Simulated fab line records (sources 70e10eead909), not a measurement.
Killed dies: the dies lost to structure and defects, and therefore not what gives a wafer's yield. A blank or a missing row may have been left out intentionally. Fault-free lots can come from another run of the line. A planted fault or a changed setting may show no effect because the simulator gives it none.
fab line records	flow nand_harc
[record] lots = 13	wafers = 39	last_day = 33
route steps=1302 shown A_CONTACT@1011 END@1302
lots that met no fault: from a run of the same line without faults
start_h: start of the lot's first displayed wafer, in hours after the record's first day	wait_h: hours elapsed since this lot's preceding step	" unchanged from the row above	L1.1+2: one row covering several wafers at once	- no value present, or no start provided	* or withheld: withheld	< > ~ a bound
route shown NAME@n: names a module that has steps shown in the file, with the first one's number in the route	usual: average and standard deviation across the fault-free wafers	same: alike in all rows	chamber/n: place in a boat	sites: per-site readings	_std_site: their standard deviation	_edge_site: the outer-site mean with the inner-site mean subtracted	radius_mm: for every site, how far away it sits from the centre of the wafer	mask NAME#n: copy n	behind: the most recent tool/chamber to have shaped the wafer	hold: cause of the lot's hold/its duration in hours/its outcome	device: which transistor (n, p or np) failed to switch	end of line: the route-end tests of the same wafers	step lacking rows: just its recipe	killed: the dies lost at the first sort to structure and to defects; this is not the yield of the wafer	map: the dies of a wafer, with x for killed, . for not killed, _ for no die there
set.NAME: the setting the step ran with; set.NAME@STEP: the setting that earlier step ran with	model.NAME: the simulator's own value behind a step, which no gauge read
a sample of lots followed through the steps of the route, with each step as a table and each wafer as a row
services: when a tool's chamber went out of use (start_h, in hours from the record's first day, below 0 if earlier), for how many hours, and the reason
[[steps]]
[step NHARC_A_CONTACT_ETCH_117]
[recipe] source_w = withheld	pressure_mtorr = 20	bias_v = 3000	time_s = 190	target_depth_a = 18500	ar_flow_sccm = withheld	c4f8_flow_sccm = withheld	o2_flow_sccm = withheld	chemistry = C4F8/O2/Ar
[usual] chamber_pressure_mTorr = 20.000/0.018	oes_air_line_au = 0.999/0.022
lot.wafer	tool	chamber	start_h	wait_h	chamber_pressure_mTorr	oes_air_line_au	rf_hours_counter_h
L396.2	har_cap_etch-03	0	507.42	0.2	19.997	0.974	37
L396.6	"	0	"	"	20.015	1.010	-
L396.5	"	1	"	"	19.998	1.011	-
L394.1	har_cap_etch-02	0	509.24	0.1	19.990	0.977	86
L394.4	"	0	"	"	19.997	0.956	-
L394.6	"	0	"	"	19.970	1.015	-
L397.2	har_cap_etch-02	0	531.61	0.1	20.013	0.972	92
L397.4	"	0	"	"	20.005	0.974	-
L397.6	"	1	"	"	19.988	0.999	-
L398.4	har_cap_etch-03	0	532.39	0.1	20.000	1.020	-
L398.3	"	1	"	"	19.986	1.002	-
L398.6	"	0	"	"	19.988	1.034	-
L400.1	har_cap_etch-01	0	552.36	0.1	20.029	0.991	9
L400.3	"	0	"	"	19.989	0.992	-
L400.5	"	1	"	"	20.018	0.999	-
L401.2	har_cap_etch-03	1	553.74	0.1	20.000	0.983	51
L401.3	"	1	"	"	19.953	1.053	-
L401.5	"	0	"	"	20.020	0.982	-
L403.2	har_cap_etch-01	1	590.98	0.1	20.011	1.018	14
L403.4	"	1	"	"	20.015	1.029	-
L403.5	"	0	"	"	19.997	0.968	-
L405.2	har_cap_etch-01	1	614.49	0.1	19.975	1.000	18
L405.1	"	0	"	"	20.024	1.026	18
L405.4	"	0	"	"	20.009	1.011	-
L407.1	har_cap_etch-03	0	634.16	0.2	20.002	0.976	62
L407.4	"	1	"	"	19.975	1.014	-
L407.6	"	0	"	"	19.997	0.997	-
L408.1	har_cap_etch-03	0	651.11	0.2	19.975	1.004	65
L408.2	"	1	"	"	20.005	0.996	65
L408.5	"	0	"	"	20.011	0.968	-
L413.2	har_cap_etch-01	1	693.36	0.1	20.017	1.020	30
L413.3	"	1	"	"	20.006	1.013	-
L413.6	"	1	"	"	19.984	1.030	-
L414.1	har_cap_etch-02	0	694.83	0.1	20.017	1.011	120
L414.4	"	0	"	"	19.980	1.009	-
L414.3	"	1	"	"	19.985	1.021	-
L415.3	har_cap_etch-03	0	704.60	0.1	19.983	0.977	-
L415.6	"	0	"	"	20.009	0.988	-
L415.5	"	1	"	"	20.016	0.979	-
[step NHARC_A_CONTACT_ETCH_120]
[recipe] source_w = withheld	pressure_mtorr = 20	bias_v = 3000	time_s = 190	target_depth_a = 18500	ar_flow_sccm = withheld	c4f8_flow_sccm = withheld	o2_flow_sccm = withheld	chemistry = C4F8/O2/Ar
[usual] chamber_pressure_mTorr = 19.999/0.022	oes_air_line_au = 1.002/0.022
lot.wafer	tool	chamber	start_h	wait_h	chamber_pressure_mTorr	oes_air_line_au	rf_hours_counter_h
L396.2	har_cap_etch-03	0	508.11	0.2	19.993	0.992	38
L396.6	"	0	"	"	20.006	1.061	-
L396.5	"	1	"	"	19.987	1.012	-
L394.1	har_cap_etch-02	0	509.87	0.2	20.062	0.989	87
L394.4	"	0	"	"	19.976	0.972	-
L394.6	"	0	"	"	20.029	0.994	-
L397.2	har_cap_etch-02	0	532.13	0.1	20.014	1.042	92
L397.4	"	0	"	"	19.985	0.971	-
L397.6	"	1	"	"	19.998	1.030	-
L398.4	har_cap_etch-03	0	532.90	0.1	19.986	0.974	-
L398.3	"	1	"	"	19.973	1.006	-
L398.6	"	0	"	"	19.951	1.016	-
L400.1	har_cap_etch-01	0	552.87	0.1	19.981	0.984	9
L400.3	"	0	"	"	20.019	0.995	-
L400.5	"	1	"	"	20.025	1.033	-
L401.2	har_cap_etch-03	1	554.25	0.1	19.988	0.997	52
L401.3	"	1	"	"	20.004	0.989	-
L401.5	"	0	"	"	19.996	0.960	-
L403.2	har_cap_etch-01	1	591.49	0.1	19.996	0.989	14
L403.4	"	1	"	"	19.992	0.984	-
L403.5	"	0	"	"	19.988	0.944	-
L405.2	har_cap_etch-01	1	615.00	0.1	20.037	1.048	18
L405.1	"	0	"	"	19.996	1.029	18
L405.4	"	0	"	"	19.990	1.002	-
L407.1	har_cap_etch-03	0	634.85	0.2	20.031	1.018	63
L407.4	"	1	"	"	20.022	0.997	-
L407.6	"	0	"	"	20.007	0.999	-
L408.1	har_cap_etch-03	0	651.79	0.2	19.961	0.991	65
L408.2	"	1	"	"	19.975	1.003	65
L408.5	"	0	"	"	20.000	0.983	-
L413.2	har_cap_etch-01	1	693.87	0.1	19.999	1.012	30
L413.3	"	1	"	"	19.970	1.000	-
L413.6	"	1	"	"	20.000	0.988	-
L414.1	har_cap_etch-02	0	695.34	0.1	20.013	0.984	120
L414.4	"	0	"	"	19.979	1.015	-
L414.3	"	1	"	"	19.994	1.014	-
L415.3	har_cap_etch-03	0	705.12	0.1	20.042	0.995	-
L415.6	"	0	"	"	20.010	1.003	-
L415.5	"	1	"	"	19.996	0.984	-
[step NHARC_A_CONTACT_ETCH_122]
[recipe] source_w = withheld	pressure_mtorr = 20	bias_v = 3000	time_s = 190	target_depth_a = 18500	ar_flow_sccm = withheld	c4f8_flow_sccm = withheld	o2_flow_sccm = withheld	chemistry = C4F8/O2/Ar
[usual] chamber_pressure_mTorr = 20.002/0.019	oes_air_line_au = 0.998/0.024
lot.wafer	tool	chamber	start_h	wait_h	chamber_pressure_mTorr	oes_air_line_au	rf_hours_counter_h
L396.2	har_cap_etch-03	0	508.56	0.2	19.996	0.954	38
L396.6	"	0	"	"	20.008	1.011	-
L396.5	"	1	"	"	19.990	0.974	-
L394.1	har_cap_etch-02	0	510.33	0.2	19.998	0.988	87
L394.4	"	0	"	"	19.996	0.969	-
L394.6	"	0	"	"	20.029	1.004	-
L397.2	har_cap_etch-02	0	532.47	0.1	19.967	0.993	92
L397.4	"	0	"	"	19.995	0.966	-
L397.6	"	1	"	"	19.978	1.015	-
L398.4	har_cap_etch-03	0	533.24	0.1	20.005	1.024	-
L398.3	"	1	"	"	20.015	1.011	-
L398.6	"	0	"	"	19.973	0.994	-
L400.1	har_cap_etch-01	0	553.22	0.1	20.010	0.966	10
L400.3	"	0	"	"	20.029	0.993	-
L400.5	"	1	"	"	19.995	1.008	-
L401.2	har_cap_etch-03	1	554.59	0.1	20.024	1.057	52
L401.3	"	1	"	"	19.973	1.060	-
L401.5	"	0	"	"	19.978	1.001	-
L403.2	har_cap_etch-01	1	591.83	0.1	20.015	1.004	15
L403.4	"	1	"	"	19.992	0.994	-
L403.5	"	0	"	"	20.006	0.937	-
L405.2	har_cap_etch-01	1	615.34	0.1	19.977	0.977	18
L405.1	"	0	"	"	19.987	0.990	18
L405.4	"	0	"	"	20.011	0.939	-
L407.1	har_cap_etch-03	0	635.30	0.2	20.015	1.003	63
L407.4	"	1	"	"	19.984	1.011	-
L407.6	"	0	"	"	20.007	1.008	-
L408.1	har_cap_etch-03	0	652.24	0.2	19.996	1.048	65
L408.2	"	1	"	"	19.982	1.049	65
L408.5	"	0	"	"	20.002	1.029	-
L413.2	har_cap_etch-01	1	694.21	0.1	-	-	-
L413.3	"	1	"	"	-	-	-
L413.6	"	1	"	"	-	-	-
L414.1	har_cap_etch-02	0	695.68	0.1	-	-	-
L414.4	"	0	"	"	-	-	-
L414.3	"	1	"	"	-	-	-
L415.3	har_cap_etch-03	0	705.46	0.1	-	-	-
L415.6	"	0	"	"	-	-	-
L415.5	"	1	"	"	-	-	-
[step NHARC_A_CONTACT_ETCH_123]
[recipe] source_w = withheld	pressure_mtorr = 20	bias_v = 400	time_s = 490	target_depth_a = 21100	ar_flow_sccm = withheld	c4f8_flow_sccm = 11.5	o2_flow_sccm = 7.2	chemistry = C4F8/O2/Ar
[usual] chamber_pressure_mTorr = 19.998/0.019	oes_air_line_au = 1.001/0.022
lot.wafer	tool	chamber	start_h	wait_h	chamber_pressure_mTorr	oes_air_line_au	rf_hours_counter_h
L396.2	har_cap_etch-03	0	508.73	0.1	19.997	0.976	38
L396.6	"	0	"	"	19.994	1.009	-
L396.5	"	1	"	"	19.978	0.995	-
L394.1	har_cap_etch-02	0	510.63	0.3	20.015	1.019	87
L394.4	"	0	"	"	20.038	1.000	-
L394.6	"	0	"	"	19.985	1.010	-
L397.2	har_cap_etch-02	0	532.64	0.1	20.006	0.986	93
L397.4	"	0	"	"	19.993	0.980	-
L397.6	"	1	"	"	19.974	1.013	-
L398.4	har_cap_etch-03	0	533.54	0.3	20.024	0.993	-
L398.3	"	1	"	"	19.974	0.976	-
L398.6	"	0	"	"	19.994	0.998	-
L400.1	har_cap_etch-01	0	553.45	0.2	19.992	1.013	10
L400.3	"	0	"	"	20.012	1.044	-
L400.5	"	1	"	"	20.013	0.998	-
L401.2	har_cap_etch-03	1	554.76	0.1	19.998	1.003	52
L401.3	"	1	"	"	19.961	0.998	-
L401.5	"	0	"	"	20.009	1.028	-
L403.2	har_cap_etch-01	1	592.06	0.2	20.017	0.981	15
L403.4	"	1	"	"	19.997	0.999	-
L403.5	"	0	"	"	19.973	1.005	-
L405.2	har_cap_etch-01	1	615.51	0.1	19.981	1.057	19
L405.1	"	0	"	"	20.000	1.017	19
L405.4	"	0	"	"	20.030	1.003	-
L407.1	har_cap_etch-03	0	635.61	0.3	19.989	0.977	63
L407.4	"	1	"	"	19.980	1.029	-
L407.6	"	0	"	"	19.980	1.012	-
L408.1	har_cap_etch-03	0	652.47	0.2	20.008	1.024	66
L408.2	"	1	"	"	20.029	0.964	66
L408.5	"	0	"	"	19.976	1.016	-
L413.2	har_cap_etch-01	1	694.43	0.2	19.994	0.981	31
L413.3	"	1	"	"	20.035	0.954	-
L413.6	"	1	"	"	19.982	0.970	-
L414.1	har_cap_etch-02	0	695.85	0.1	20.000	0.975	121
L414.4	"	0	"	"	20.021	1.004	-
L414.3	"	1	"	"	20.000	0.997	-
L415.3	har_cap_etch-03	0	705.74	0.3	20.013	0.997	-
L415.6	"	0	"	"	20.004	0.998	-
L415.5	"	1	"	"	19.992	1.002	-
[step NHARC_END_SORT_01]
[recipe] temp_c = 25
[usual] killed_at_array = 61/24	killed_at_other = 1.2/1.3	killed_at_periphery = 3.7/2.6	killed_dies = 66/23	killed_open = 3.3/1.8	killed_short = 2.4/1.6
[same] gross_dies = 677
lot.wafer	tool	chamber	start_h	wait_h	killed_at_array	killed_at_other	killed_at_periphery	killed_dies	killed_open	killed_short
L407.1	prober-01	0	703.95	2.5	46	2	7	55	4	1
L407.4	prober-01	0	706.35	3.4	53	1	7	61	3	1
L407.6	prober-01	0	707.94	4.0	59	2	2	63	3	4
L414.1	prober-02	0	772.39	2.5	674	0	3	677	3	1
L414.3	prober-02	0	773.98	3.1	673	2	2	677	4	0
L414.4	prober-02	0	774.78	3.4	672	2	3	677	1	2
L413.2	prober-01	0	777.94	2.8	666	2	9	677	4	1
L413.3	prober-01	0	778.73	3.1	660	3	14	677	4	3
L413.6	prober-01	0	781.12	4.0	666	4	7	677	1	2
L415.3	prober-01	0	786.49	3.1	672	0	5	677	2	4
L415.5	prober-01	0	788.10	3.7	671	0	6	677	1	3
L415.6	prober-01	0	788.90	4.0	674	0	3	677	5	4
// killed by level:class
L407.1 A_CHANNEL_HOLE_D1:chamber_film_flake=28 A_CHANNEL_HOLE_D2:chamber_film_flake=6 A_STAIRCASE:chamber_film_flake=4 P_CONTACT:chamber_film_flake=3 A_M0:geometric_particle:open=2 P_GATE:chamber_film_flake=2 THIN_TSV:chamber_film_flake=2 P_CONTACT:geometric_particle:open=1
L407.4 A_CHANNEL_HOLE_D1:chamber_film_flake=31 A_STAIRCASE:chamber_film_flake=8 P_GATE:chamber_film_flake=3 A_DECK1_JOINT:chamber_film_flake=3 A_CHANNEL_HOLE_D2:chamber_film_flake=3 P_ZERO_WELL:chamber_film_flake=2 A_SLIT:chamber_film_flake=2 A_CONTACT:chamber_film_flake=2
L407.6 A_CHANNEL_HOLE_D1:chamber_film_flake=32 A_CHANNEL_HOLE_D2:chamber_film_flake=6 A_STAIRCASE:chamber_film_flake=6 A_SLIT:chamber_film_flake=4 A_CHANNEL_FILL_D2:geometric_particle:short=2 THIN_TSV:chamber_film_flake=2 A_DECK1_JOINT:chamber_film_flake=2 A_DECK1_JOINT:geometric_particle:open=1
L414.1 A_CONTACT:area_etch=586 A_SLIT:chamber_film_flake=26 A_CHANNEL_HOLE_D2:chamber_film_flake=23 A_CHANNEL_HOLE_D1:chamber_film_flake=18 A_STAIRCASE:chamber_film_flake=8 A_CONTACT:chamber_film_flake=6 A_ZERO_WELL:chamber_film_flake=3 P_CONTACT:geometric_particle:open=1
L414.3 A_CONTACT:area_etch=593 A_SLIT:chamber_film_flake=29 A_CHANNEL_HOLE_D2:chamber_film_flake=26 A_CHANNEL_HOLE_D1:chamber_film_flake=12 A_CONTACT:chamber_film_flake=7 A_STAIRCASE:chamber_film_flake=3 A_WL_FILL:geometric_particle:open=2 P_M2:geometric_particle:open=1
L414.4 A_CONTACT:area_etch=589 A_CHANNEL_HOLE_D2:chamber_film_flake=33 A_SLIT:chamber_film_flake=27 A_CHANNEL_HOLE_D1:chamber_film_flake=11 A_STAIRCASE:chamber_film_flake=5 A_CONTACT:chamber_film_flake=4 P_GATE:chamber_film_flake=2 THIN_TSV:chamber_film_flake=2
L413.2 A_CONTACT:area_etch=637 A_CHANNEL_HOLE_D1:chamber_film_flake=15 P_STI:chamber_film_flake=5 A_SLIT:chamber_film_flake=4 P_GATE:chamber_film_flake=3 A_CHANNEL_FILL_D2:chamber_film_flake=2 A_STAIRCASE:chamber_film_flake=2 P_M1:geometric_particle:open=1
L413.3 A_CONTACT:area_etch=638 P_STI:chamber_film_flake=9 A_CHANNEL_HOLE_D1:chamber_film_flake=7 A_SLIT:chamber_film_flake=6 P_GATE:chamber_film_flake=2 A_CHANNEL_FILL_D2:chamber_film_flake=2 A_STAIRCASE:chamber_film_flake=2 THIN_TSV:chamber_film_flake=2
L413.6 A_CONTACT:area_etch=632 A_CHANNEL_HOLE_D1:chamber_film_flake=15 A_SLIT:chamber_film_flake=8 P_STI:chamber_film_flake=5 THIN_TSV:chamber_film_flake=4 A_CHANNEL_FILL_D2:chamber_film_flake=3 P_GATE:chamber_film_flake=2 A_DECK1_JOINT:chamber_film_flake=2
L415.3 A_CONTACT:area_etch=621 A_SLIT:chamber_film_flake=28 A_CHANNEL_HOLE_D1:chamber_film_flake=13 A_CONTACT:chamber_film_flake=4 P_STI:chamber_film_flake=2 P_M0:geometric_particle:short=1 A_ONON_D1:geometric_particle:open=1 A_CHANNEL_HOLE_D1:geometric_particle:short=1
L415.5 A_CONTACT:area_etch=611 A_SLIT:chamber_film_flake=27 A_CHANNEL_HOLE_D1:chamber_film_flake=17 A_CONTACT:chamber_film_flake=8 P_STI:chamber_film_flake=3 A_CHANNEL_HOLE_D2:chamber_film_flake=3 A_SOURCE_PLATE:geometric_particle:short=2 A_ZERO_WELL:chamber_film_flake=2
L415.6 A_CONTACT:area_etch=607 A_SLIT:chamber_film_flake=27 A_CHANNEL_HOLE_D1:chamber_film_flake=17 A_ZERO_WELL:chamber_film_flake=6 A_CONTACT:chamber_film_flake=5 A_STAIRCASE:chamber_film_flake=4 A_ONON_D2:geometric_particle:short=2 A_M0:geometric_particle:open=2
[[services]]
tool	chamber	start_h	hours	kind
har_cap_etch-01	-	497.00	17.0	pm
har_cap_etch-01	0	497.00	17.0	vent_cycle
har_cap_etch-01	1	497.00	17.0	vent_cycle
har_cap_etch-01	0	514.00	-	clean
har_cap_etch-01	1	514.00	-	clean
har_cap_etch-01	-	567.86	0.6	repair
har_cap_etch-03	-	625.69	1.0	repair
[[key]]
[first_sign] step = NHARC_A_CONTACT_ETCH_122	reading = tool_record	direction = missing
[effect] step = NHARC_END_SORT_01	reading = killed_dies	direction = up	sigmas = 27	usual = 66	struck = 677
[more_kills_born_at] NHARC_A_CONTACT_ETCH_122@har_cap_etch-01 = 1907	NHARC_A_CONTACT_ETCH_122@har_cap_etch-03 = 1839	NHARC_A_CONTACT_ETCH_122@har_cap_etch-02 = 1768
met_at NHARC_A_CONTACT_ETCH_122
struck_lots L413,L414,L415
later_rows_left_out L413.2,L413.3,L413.6,L414.1,L414.3,L414.4,L415.3,L415.5,L415.6
tester_left_out L413,L414,L415
not_acting_at NHARC_A_CONTACT_ETCH_117,NHARC_A_CONTACT_ETCH_120,NHARC_A_CONTACT_ETCH_123
onset_between 652.24 694.21
[fault] kind = skipped_step_whole	tool = har_cap_etch-01,har_cap_etch-02,har_cap_etch-03	chamber = -	onset_h = 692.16	steps = NHARC_A_CONTACT_ETCH_122	scope = struck_lots_only
// tester_left_out: of these lots the tester's yield and bins aren't shown, on N5 and GAA mostly nor the transistor test; their killed dies are dies lost to structure and defects alone, not to doping, threshold or leakage, so they don't give the yield
// later_rows_left_out: the simulator's readings of these wafers behind a module that went badly wrong aren't trusted and aren't shown, but for the sort
